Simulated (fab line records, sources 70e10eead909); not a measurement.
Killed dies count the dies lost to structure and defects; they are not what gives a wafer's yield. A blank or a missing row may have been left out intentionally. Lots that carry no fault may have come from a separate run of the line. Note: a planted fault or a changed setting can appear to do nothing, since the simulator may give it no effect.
Which tool was responsible? / flow nand_harc / 12 lots, 36 wafers sampled, at 5 steps of a route of 1159

## WHAT THE GAUGES READ, wafer by wafer
NHARC_P_BONDPAD_THK_MEAS_20: measures by xrf. Usual: 160.8 nm for thk_nm, sd 1.3.
lot=L584; measured=day 6 18:37; on=film_metro-01; thk_nm (nm)=159.7 160.4 163.5; flag=
lot=L583; measured=day 6 19:28; on=film_metro-02; thk_nm (nm)=159.2 160.1 162.0; flag=
lot=L586; measured=day 7 17:53; on=film_metro-01; thk_nm (nm)=29.6 30.7 30.1 30.0 29.8 29.2; flag=OFF
lot=L587; measured=day 7 21:23; on=film_metro-02; thk_nm (nm)=30.1 32.0 29.3 30.8 29.9 29.1; flag=OFF
lot=L596; measured=day 9 20:26; on=film_metro-02; thk_nm (nm)=162.8 160.4 160.0; flag=
lot=L597; measured=day 10 14:39; on=film_metro-02; thk_nm (nm)=161.6 159.0 161.2; flag=
lot=L598; measured=day 10 15:40; on=film_metro-01; thk_nm (nm)=161.0 159.5 158.9; flag=
lot=L599; measured=day 10 16:46; on=film_metro-02; thk_nm (nm)=160.1 160.0 159.9; flag=
lot=L600; measured=day 11 02:04; on=film_metro-02; thk_nm (nm)=159.1 159.9 160.6; flag=
lot=L601; measured=day 11 07:05; on=film_metro-01; thk_nm (nm)=161.0 162.5 160.6; flag=
lot=L603; measured=day 11 10:12; on=film_metro-01; thk_nm (nm)=160.4 161.2 163.2; flag=
lot=L602; measured=day 11 10:53; on=film_metro-01; thk_nm (nm)=160.0 163.0 159.8; flag=

## TOOL THAT RAN EACH LOT (tool first, then ch and the chambers of the sampled wafers, then the start)
lot=L584; NHARC_P_BONDPAD_ETCH_37=rie_diel-02 ch 0,1,2, day 6 16:21; NHARC_P_BONDPAD_ECD_18=ecd_cu-01 ch 0,1, day 6 17:34; NHARC_P_BONDPAD_ANNEAL_28=rtp_anneal-01 ch 0, day 6 17:57; NHARC_P_BONDPAD_CMP_19=cmp-01 ch 0,1,2, day 6 18:21
lot=L583; NHARC_P_BONDPAD_ETCH_37=rie_diel-06 ch 0,1,2, day 6 17:14; NHARC_P_BONDPAD_ECD_18=ecd_cu-02 ch 0,1, day 6 18:32; NHARC_P_BONDPAD_ANNEAL_28=rtp_anneal-02 ch 0, day 6 18:58; NHARC_P_BONDPAD_CMP_19=cmp-04 ch 0,1, day 6 19:09
lot=L586; NHARC_P_BONDPAD_ETCH_37=rie_diel-11 ch 0,1,2, day 7 15:34; NHARC_P_BONDPAD_ECD_18=ecd_cu-02 ch 0,1, day 7 16:50; NHARC_P_BONDPAD_ANNEAL_28=rtp_anneal-02 ch 0, day 7 17:16; NHARC_P_BONDPAD_CMP_19=cmp-01 ch 0,2,3, day 7 17:34
lot=L587; NHARC_P_BONDPAD_ETCH_37=rie_diel-06 ch 0,1,3, day 7 19:07; NHARC_P_BONDPAD_ECD_18=ecd_cu-01 ch 0,1, day 7 20:23; NHARC_P_BONDPAD_ANNEAL_28=rtp_anneal-01 ch 0, day 7 20:44; NHARC_P_BONDPAD_CMP_19=cmp-02 ch 0,1,2, day 7 21:06
lot=L596; NHARC_P_BONDPAD_ETCH_37=rie_diel-06 ch 0,1,3, day 9 18:07; NHARC_P_BONDPAD_ECD_18=ecd_cu-01 ch 0,1, day 9 19:29; NHARC_P_BONDPAD_ANNEAL_28=rtp_anneal-02 ch 0, day 9 19:55; NHARC_P_BONDPAD_CMP_19=cmp-01 ch 0,1,2, day 9 20:12
lot=L597; NHARC_P_BONDPAD_ETCH_37=rie_diel-06 ch 1,2, day 10 12:23; NHARC_P_BONDPAD_ECD_18=ecd_cu-02 ch 0,1, day 10 13:36; NHARC_P_BONDPAD_ANNEAL_28=rtp_anneal-01 ch 0, day 10 13:59; NHARC_P_BONDPAD_CMP_19=cmp-04 ch 0,2, day 10 14:22
lot=L598; NHARC_P_BONDPAD_ETCH_37=rie_diel-11 ch 1,2,3, day 10 13:22; NHARC_P_BONDPAD_ECD_18=ecd_cu-02 ch 0,1, day 10 14:37; NHARC_P_BONDPAD_ANNEAL_28=rtp_anneal-01 ch 0, day 10 15:00; NHARC_P_BONDPAD_CMP_19=cmp-04 ch 0,2,3, day 10 15:20
lot=L599; NHARC_P_BONDPAD_ETCH_37=rie_diel-06 ch 0,1,2, day 10 14:29; NHARC_P_BONDPAD_ECD_18=ecd_cu-02 ch 0, day 10 15:43; NHARC_P_BONDPAD_ANNEAL_28=rtp_anneal-02 ch 0, day 10 16:10; NHARC_P_BONDPAD_CMP_19=cmp-04 ch 0,1, day 10 16:29
lot=L600; NHARC_P_BONDPAD_ETCH_37=rie_diel-06 ch 0,1,3, day 10 23:38; NHARC_P_BONDPAD_ECD_18=ecd_cu-01 ch 0,1, day 11 00:56; NHARC_P_BONDPAD_ANNEAL_28=rtp_anneal-02 ch 0, day 11 01:24; NHARC_P_BONDPAD_CMP_19=cmp-04 ch 0,2,3, day 11 01:45
lot=L601; NHARC_P_BONDPAD_ETCH_37=rie_diel-02 ch 0,2,3, day 11 04:50; NHARC_P_BONDPAD_ECD_18=ecd_cu-01 ch 0,1, day 11 06:08; NHARC_P_BONDPAD_ANNEAL_28=rtp_anneal-01 ch 0, day 11 06:31; NHARC_P_BONDPAD_CMP_19=cmp-01 ch 2,3, day 11 06:47
lot=L603; NHARC_P_BONDPAD_ETCH_37=rie_diel-11 ch 0,1, day 11 07:37; NHARC_P_BONDPAD_ECD_18=ecd_cu-02 ch 0,1, day 11 09:15; NHARC_P_BONDPAD_ANNEAL_28=rtp_anneal-02 ch 0, day 11 09:38; NHARC_P_BONDPAD_CMP_19=cmp-02 ch 0,1,3, day 11 09:56
lot=L602; NHARC_P_BONDPAD_ETCH_37=rie_diel-11 ch 0,2, day 11 08:37; NHARC_P_BONDPAD_ECD_18=ecd_cu-01 ch 0,1, day 11 09:50; NHARC_P_BONDPAD_ANNEAL_28=rtp_anneal-02 ch 0, day 11 10:13; NHARC_P_BONDPAD_CMP_19=cmp-04 ch 1,2, day 11 10:34
- NHARC_P_BONDPAD_ETCH_37: etches the open film in N2/H2, target depth 60 nm, overetch 18 nm, time 65.91 s.
- NHARC_P_BONDPAD_ECD_18: material Cu, target thk 400 nm.
- NHARC_P_BONDPAD_ANNEAL_28: time 90 s.
- NHARC_P_BONDPAD_CMP_19: polishes, t overpolish 30 s, cu recess touch 16 s, target thk 160.81 nm.

## AS READ BY THE TOOLS THEMSELVES (means over the sampled wafers that have a number; for cases with no such wafer, the mark the record gives instead)
NHARC_P_BONDPAD_ETCH_37. Usual: drypump_motor_current_A 6.0 A, standard deviation 0.45; mfc_ar_sccm 0.0010 sccm, standard deviation 0.0027; oes_product_au 1.000 a.u., standard deviation 0.0075; rf_vpp_V 431.4 V, standard deviation 2.5; showerhead_plenum_p_Torr 2.07 Torr, standard deviation 0.083; throttle_valve_pct 14.171 %, standard deviation 0.009.
lot=L584; tool=rie_diel-02; drypump_motor_current_A (A)=5.7; mfc_ar_sccm (sccm)=0.0000; oes_product_au (a.u.)=0.996; rf_vpp_V (V)=428.1; showerhead_plenum_p_Torr (Torr)=1.97; throttle_valve_pct (%)=14.166; flag=
lot=L583; tool=rie_diel-06; drypump_motor_current_A (A)=6.1; mfc_ar_sccm (sccm)=0.0007; oes_product_au (a.u.)=1.005; rf_vpp_V (V)=431.8; showerhead_plenum_p_Torr (Torr)=2.07; throttle_valve_pct (%)=14.169; flag=
lot=L586; tool=rie_diel-11; drypump_motor_current_A (A)=5.8; mfc_ar_sccm (sccm)=0.0000; oes_product_au (a.u.)=0.996; rf_vpp_V (V)=431.7; showerhead_plenum_p_Torr (Torr)=2.10; throttle_valve_pct (%)=14.175; flag=
lot=L587; tool=rie_diel-06; drypump_motor_current_A (A)=6.4; mfc_ar_sccm (sccm)=0.0007; oes_product_au (a.u.)=1.006; rf_vpp_V (V)=431.1; showerhead_plenum_p_Torr (Torr)=2.06; throttle_valve_pct (%)=14.174; flag=
lot=L596; tool=rie_diel-06; drypump_motor_current_A (A)=6.4; mfc_ar_sccm (sccm)=0.0007; oes_product_au (a.u.)=0.997; rf_vpp_V (V)=431.6; showerhead_plenum_p_Torr (Torr)=2.06; throttle_valve_pct (%)=14.171; flag=
lot=L597; tool=rie_diel-06; drypump_motor_current_A (A)=6.1; mfc_ar_sccm (sccm)=0.0014; oes_product_au (a.u.)=1.000; rf_vpp_V (V)=429.3; showerhead_plenum_p_Torr (Torr)=2.01; throttle_valve_pct (%)=14.172; flag=
lot=L598; tool=rie_diel-11; drypump_motor_current_A (A)=5.6; mfc_ar_sccm (sccm)=0.0038; oes_product_au (a.u.)=1.000; rf_vpp_V (V)=432.7; showerhead_plenum_p_Torr (Torr)=2.10; throttle_valve_pct (%)=14.180; flag=
lot=L599; tool=rie_diel-06; drypump_motor_current_A (A)=6.1; mfc_ar_sccm (sccm)=0.0007; oes_product_au (a.u.)=0.993; rf_vpp_V (V)=431.3; showerhead_plenum_p_Torr (Torr)=2.07; throttle_valve_pct (%)=14.167; flag=
lot=L600; tool=rie_diel-06; drypump_motor_current_A (A)=6.4; mfc_ar_sccm (sccm)=0.0007; oes_product_au (a.u.)=0.998; rf_vpp_V (V)=431.6; showerhead_plenum_p_Torr (Torr)=2.06; throttle_valve_pct (%)=14.163; flag=
lot=L601; tool=rie_diel-02; drypump_motor_current_A (A)=6.1; mfc_ar_sccm (sccm)=0.0000; oes_product_au (a.u.)=1.004; rf_vpp_V (V)=427.2; showerhead_plenum_p_Torr (Torr)=1.95; throttle_valve_pct (%)=14.164; flag=
lot=L603; tool=rie_diel-11; drypump_motor_current_A (A)=6.0; mfc_ar_sccm (sccm)=0.0000; oes_product_au (a.u.)=0.994; rf_vpp_V (V)=431.2; showerhead_plenum_p_Torr (Torr)=2.07; throttle_valve_pct (%)=14.180; flag=
lot=L602; tool=rie_diel-11; drypump_motor_current_A (A)=5.9; mfc_ar_sccm (sccm)=0.0000; oes_product_au (a.u.)=1.002; rf_vpp_V (V)=431.9; showerhead_plenum_p_Torr (Torr)=2.09; throttle_valve_pct (%)=14.169; flag=

NHARC_P_BONDPAD_ECD_18. Usual: bath_heat_duty_pct 6.1 %, standard deviation 0.53; bath_temp_c 25.02 C, standard deviation 0.11.
lot=L584; tool=ecd_cu-01; bath_heat_duty_pct (%)=6.1; bath_temp_c (C)=25.01; flag=
lot=L583; tool=ecd_cu-02; bath_heat_duty_pct (%)=5.6; bath_temp_c (C)=25.04; flag=
lot=L586; tool=ecd_cu-02; bath_heat_duty_pct (%)=-; bath_temp_c (C)=-; flag=OFF
lot=L587; tool=ecd_cu-01; bath_heat_duty_pct (%)=-; bath_temp_c (C)=-; flag=OFF
lot=L596; tool=ecd_cu-01; bath_heat_duty_pct (%)=7.2; bath_temp_c (C)=25.04; flag=
lot=L597; tool=ecd_cu-02; bath_heat_duty_pct (%)=6.1; bath_temp_c (C)=25.14; flag=
lot=L598; tool=ecd_cu-02; bath_heat_duty_pct (%)=6.1; bath_temp_c (C)=25.16; flag=
lot=L599; tool=ecd_cu-02; bath_heat_duty_pct (%)=6.2; bath_temp_c (C)=25.04; flag=
lot=L600; tool=ecd_cu-01; bath_heat_duty_pct (%)=6.1; bath_temp_c (C)=25.11; flag=
lot=L601; tool=ecd_cu-01; bath_heat_duty_pct (%)=6.3; bath_temp_c (C)=24.91; flag=
lot=L603; tool=ecd_cu-02; bath_heat_duty_pct (%)=5.4; bath_temp_c (C)=25.15; flag=
lot=L602; tool=ecd_cu-01; bath_heat_duty_pct (%)=6.4; bath_temp_c (C)=25.14; flag=

NHARC_P_BONDPAD_ANNEAL_28. Usual: 225.96 for wafer_temp_C_max, sd 0.24.
lot=L584 tool=rtp_anneal-01 wafer_temp_C_max=226.11 flag=
lot=L583 tool=rtp_anneal-02 wafer_temp_C_max=225.96 flag=
lot=L586 tool=rtp_anneal-02 wafer_temp_C_max=226.01 flag=
lot=L587 tool=rtp_anneal-01 wafer_temp_C_max=225.79 flag=
lot=L596 tool=rtp_anneal-02 wafer_temp_C_max=225.85 flag=
lot=L597 tool=rtp_anneal-01 wafer_temp_C_max=226.03 flag=
lot=L598 tool=rtp_anneal-01 wafer_temp_C_max=225.90 flag=
lot=L599 tool=rtp_anneal-02 wafer_temp_C_max=225.97 flag=
lot=L600 tool=rtp_anneal-02 wafer_temp_C_max=226.47 flag=
lot=L601 tool=rtp_anneal-01 wafer_temp_C_max=225.95 flag=
lot=L603 tool=rtp_anneal-02 wafer_temp_C_max=226.30 flag=
lot=L602 tool=rtp_anneal-02 wafer_temp_C_max=225.84 flag=

NHARC_P_BONDPAD_CMP_19. Usual: motor_current_A 11.9 A, standard deviation 0.85; overpolish_run_s 30.000 s, standard deviation 0.0085; slurry_flow_ml_min 150.0, standard deviation 0.47.
lot=L584; tool=cmp-01; motor_current_A (A)=12.3; overpolish_run_s (s)=29.991; slurry_flow_ml_min=149.9; flag=
lot=L583; tool=cmp-04; motor_current_A (A)=11.9; overpolish_run_s (s)=29.996; slurry_flow_ml_min=149.8; flag=
lot=L586; tool=cmp-01; motor_current_A (A)=11.7; overpolish_run_s (s)=29.990; slurry_flow_ml_min=149.7; flag=
lot=L587; tool=cmp-02; motor_current_A (A)=11.4; overpolish_run_s (s)=30.003; slurry_flow_ml_min=150.1; flag=
lot=L596; tool=cmp-01; motor_current_A (A)=12.0; overpolish_run_s (s)=30.000; slurry_flow_ml_min=150.1; flag=
lot=L597; tool=cmp-04; motor_current_A (A)=11.3; overpolish_run_s (s)=30.003; slurry_flow_ml_min=150.2; flag=
lot=L598; tool=cmp-04; motor_current_A (A)=11.5; overpolish_run_s (s)=29.999; slurry_flow_ml_min=149.9; flag=
lot=L599; tool=cmp-04; motor_current_A (A)=11.4; overpolish_run_s (s)=30.010; slurry_flow_ml_min=150.2; flag=
lot=L600; tool=cmp-04; motor_current_A (A)=11.7; overpolish_run_s (s)=30.010; slurry_flow_ml_min=150.5; flag=
lot=L601; tool=cmp-01; motor_current_A (A)=11.9; overpolish_run_s (s)=29.995; slurry_flow_ml_min=150.6; flag=
lot=L603; tool=cmp-02; motor_current_A (A)=12.1; overpolish_run_s (s)=30.004; slurry_flow_ml_min=150.0; flag=
lot=L602; tool=cmp-04; motor_current_A (A)=11.7; overpolish_run_s (s)=30.004; slurry_flow_ml_min=149.8; flag=

## THE ANSWER, worked out from the rows above alone
Rule: a lot counts as off when the mean over its wafers that have a number is more than 3 standard deviations away from the usual mean. Also off: a lot with no number at a reading for which 4 or more lots have one. The other lots that the step has rows for count as sound. Order of review: gauges by route order, followed by the tools' own readings, for which a lot's mean as printed above is used. At the first step where some lot is off, the reading lying furthest off is the one used; lots without a number count as furthest.
Off at NHARC_P_BONDPAD_THK_MEAS_20 (thk_nm): L586, L587.
A tool fits if, at a process step before that reading, it ran every lot that is off, and no sound lot after the first of them. The gauges at NHARC_P_BONDPAD_THK_MEAS_20 aren't tried: what is off there is off at NHARC_P_BONDPAD_ECD_18 too, on other tools, and a gauge's error can't cause that. No candidate that was tried fits.

## WHAT HAD BEEN PUT IN BY THE SIMULATOR
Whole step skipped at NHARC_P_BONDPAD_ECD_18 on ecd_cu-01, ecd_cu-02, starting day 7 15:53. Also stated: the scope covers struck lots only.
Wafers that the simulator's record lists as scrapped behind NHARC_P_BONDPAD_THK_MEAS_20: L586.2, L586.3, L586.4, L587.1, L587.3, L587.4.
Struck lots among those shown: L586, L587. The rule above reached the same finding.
